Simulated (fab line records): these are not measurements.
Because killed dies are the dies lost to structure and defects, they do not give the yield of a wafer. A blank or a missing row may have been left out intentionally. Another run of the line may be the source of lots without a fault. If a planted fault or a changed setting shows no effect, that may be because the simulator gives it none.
Struck lot and sound lot, side by side | flow n5_finfet | 37 out of 1938 route steps
Sound: these wafers, L548.2, L548.4, L548.6. Struck: wafers L537.4, L537.6 (left out: L537.2, a lot-mate that was not struck); the cause follows at the end.
Per side, at each step with rows, come the tool, then ch with its chambers, and then its first start. Under that, the readings that differ: sound wafers | struck wafers | difference of the means | sigmas: that difference in standard deviations of wafers without a fault.
alike: readings with means less than 2 such deviations apart, plus words and numbers identical on both sides. not compared: withheld readings, readings lacking a value on some wafer, bounds such as >300 that could conceal the same value, and numbers that have no deviation in the record and whose values overlap.
Wherever a step has rows on one side only, a row that says differs or no value, or a row with sigmas, the two part there. When numbers do not overlap yet have no deviation, they are printed without sigmas and do not part them. A reading that every wafer of one side lacks parts them only if that side has two wafers or more.

first, 8 steps without rows for these wafers: N5_BEOL_M2_ECD_50 (material Cu, target thk 300 nm); N5_BEOL_M2_ANNEAL_51 (time 90 s); N5_BEOL_M2_CMP_52 (polishes, stops on SiOC, t overpolish 6.8 s, target thk 40 nm); N5_BEOL_M2_PRE_CLEAN_60 (time 15 s); N5_BEOL_M2_CO_CAP_55 (material Co, precursor CCTBA/H2, target thk 2 nm, time 102.1 s); N5_BEOL_M2_PRE_CLEAN_56 (time 15 s); N5_BEOL_M2_DEP_57 (deposits SiCN from 3MS/NH3, target thk 8 nm, time 14 s); N5_BEOL_M3_ILD_DEP_00 (deposits SiOC from DEMS/O2, target thk 79 nm, time 15.3 s).
N5_BEOL_M3_PECVD_72: deposits SiO2 from TEOS/O2, target thk 16 nm, time 18 s.
  sound on pecvd-03 ch 0,2, day 11 04:52; struck on pecvd-02 ch 0,2, day 8 14:36
  reading                                    | sound      | struck    | difference | sigmas
  model.SiO2_of_BEOL_M3_PECVD_72.thk_nm (nm) | 15.6 16 16 | 25.2 25.4 | +9.4       |
  alike: heater_power_w, showerhead_plenum_p_Torr, throttle_valve_pct
then, 25 steps without rows for these wafers: N5_BEOL_M3_HM_DEP_02 (deposits TiN, target thk 20 nm); N5_BEOL_M3_COAT_61 (time 60 s, resist thk 60 nm); N5_BEOL_M3_COAT_62 (time 60 s, resist thk 12 nm); N5_BEOL_M3_COAT_73 (time 60 s, resist thk 5 nm); N5_BEOL_M3_COAT_05 (resist thk 30 nm); N5_BEOL_M3_EBR_07; N5_BEOL_M3_SOFTBAKE_06 (time 60 s); N5_BEOL_M3_EXPOSE_08 (exposes mask M3); N5_BEOL_M3_PEB_09 (peb time 60 s); N5_BEOL_M3_DEVELOP_10 (develop time 30 s); N5_BEOL_M3_DESCUM_16 (chemistry O2, time 7 s); N5_BEOL_M3_ETCH_74 (etches underlayer in N2/H2, target depth 6.5 nm, time 5.2 s); N5_BEOL_M3_ETCH_63 (etches SiARC in CF4, target depth 15.6 nm, time 26 s); N5_BEOL_M3_ETCH_64 (etches SOC in N2/H2, target depth 75 nm, overetch 15 nm, time 112.5 s); N5_BEOL_M3_STRIP_65 (strips in N2/H2); N5_BEOL_M3_STRIP_75 (strips in N2/H2); N5_BEOL_M3_STRIP_66 (strips in CF4); N5_BEOL_M3_HM_OPEN_17 (chemistry Cl2/BCl3, target TiN, target depth 20 nm, overetch 6 nm); N5_BEOL_M3_STRIP_19 (strips in O2); N5_BEOL_M3_COAT_67 (time 60 s, resist thk 60 nm); N5_BEOL_M3_COAT_68 (time 60 s, resist thk 12 nm); N5_BEOL_M3_COAT_76 (time 60 s, resist thk 5 nm); N5_BEOL_M3_COAT_22 (resist thk 30 nm); N5_BEOL_M3_EBR_24; N5_BEOL_M3_SOFTBAKE_23 (time 60 s).
N5_BEOL_M3_HM_STRIP_39: strips TiN in peroxide tin strip, target depth 25 nm, time 158 s.
  sound on wet_bench-02 ch 3,6,7, day 11 08:08; struck on wet_bench-05 ch 5,7, day 8 18:52
  reading                                    | sound          | struck  | difference | sigmas
  model.SiO2_of_BEOL_M3_PECVD_72.thk_nm (nm) | 15.4 15.8 15.8 | 25 25.2 | +9         |
N5_BEOL_M3_CMP_52: polishes, stops on SiOC, t overpolish 6.8 s, target thk 40 nm.
  sound on cmp-03 ch 0,3, day 11 13:14; struck on cmp-03 ch 1,2, day 9 00:11
  reading                      | sound             | struck      | difference | sigmas
  barrier_field_endpoint_s (s) | 25.3 24.9 24.8    | 36.4 36.3   | +11.3      | +15
  overpolish_run_s (s)         | 6.797 6.809 6.792 | 4.790 4.928 | -1.940     | -99 or more
  alike: clearing_platen_down_force_psi, edge_zone_pressure_frac, motor_current_A
N5_BEOL_M4_RC_MEAS_101:
  sound on prober-01 ch 0, day 12 06:01; struck on prober-02 ch 0, day 9 11:20
  reading        | sound          | struck    | difference | sigmas
  IOFF_N (nA/um) | 0.18 0.24 0.16 | 0.10 0.15 | -0.07      | -2
  VT_N (mV)      | 245 242 247    | 256 252   | +9         | +3
  alike: DIBL_N, DIBL_P, IOFF_P, ION_N, ION_P, SS_N, SS_P, VT_P

== WHERE THEY PART ==
Last at N5_BEOL_M4_RC_MEAS_101 as far as this record goes, first at N5_BEOL_M3_CMP_52.

WHY: the cause the simulator had injected
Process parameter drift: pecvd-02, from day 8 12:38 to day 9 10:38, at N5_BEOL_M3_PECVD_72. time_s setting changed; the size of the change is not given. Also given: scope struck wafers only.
